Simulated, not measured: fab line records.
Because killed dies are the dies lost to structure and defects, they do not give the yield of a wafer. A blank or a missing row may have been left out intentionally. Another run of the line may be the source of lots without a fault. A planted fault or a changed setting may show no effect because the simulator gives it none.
Matching of chambers	flow n5_finfet	N5_SD_EPI_N_ETCH_35 on rie_diel-05: 4 sister chambers
The step etches SOC in N2/H2, overetch 108 nm, time 486 s. 8 wafers are shown with their chamber, then 8 later ones without.

WAFERS PAIRED WITH THEIR CHAMBERS
wafer	chamber	showerhead_plenum_p_Torr (Torr)	drypump_motor_current_A (A)
L078.1	2	2.69	6.4
L083.1	3	2.42	5.6
L083.2	1	2.62	5.2
L083.5	1	2.62	5.2
L087.1	3	2.41	5.6
L087.2	2	2.68	6.3
L087.3	0	2.64	6.1
L088.3	0	2.64	6.1

WAFERS WHOSE CHAMBER IS MISSING
wafer	showerhead_plenum_p_Torr (Torr)	drypump_motor_current_A (A)
L088.5	2.68	6.3
L088.6	2.64	6.1
L092.1	2.64	6.0
L092.2	2.73	5.6
L092.3	2.61	5.2
L097.1	2.67	6.4
L097.3	2.73	5.6
L097.6	2.73	5.6

THE CHAMBER EACH PASSED THROUGH
wafer	from the rows above	in truth
L088.5	2	2
L088.6	0	0
L092.1	0	0
L092.2	can't be placed: 0 or 2 or 1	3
L092.3	1	1
L097.1	2	2
L097.3	can't be placed: 0 or 2 or 1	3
L097.6	can't be placed: 0 or 2 or 1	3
Placed correctly: 5 of 8. These rows do not allow placing 3 (true chamber among the candidates in 0). Placed wrongly: 0.
How it was worked out, from the rows above alone: a wafer's distance from a chamber is the root of the sum, over the readings, of the square of ((its reading less the chamber's mean) divided by the reading's scatter). If the next closest chamber is less than 2 further off than the closest, the wafer can't be placed; otherwise it belongs to the closest. A chamber's mean is the mean of its shown wafers. How the scatter is found: for the shown wafers, subtract from each reading the mean of its chamber, square and add these, divide the total by (wafers less chambers), then take the root.
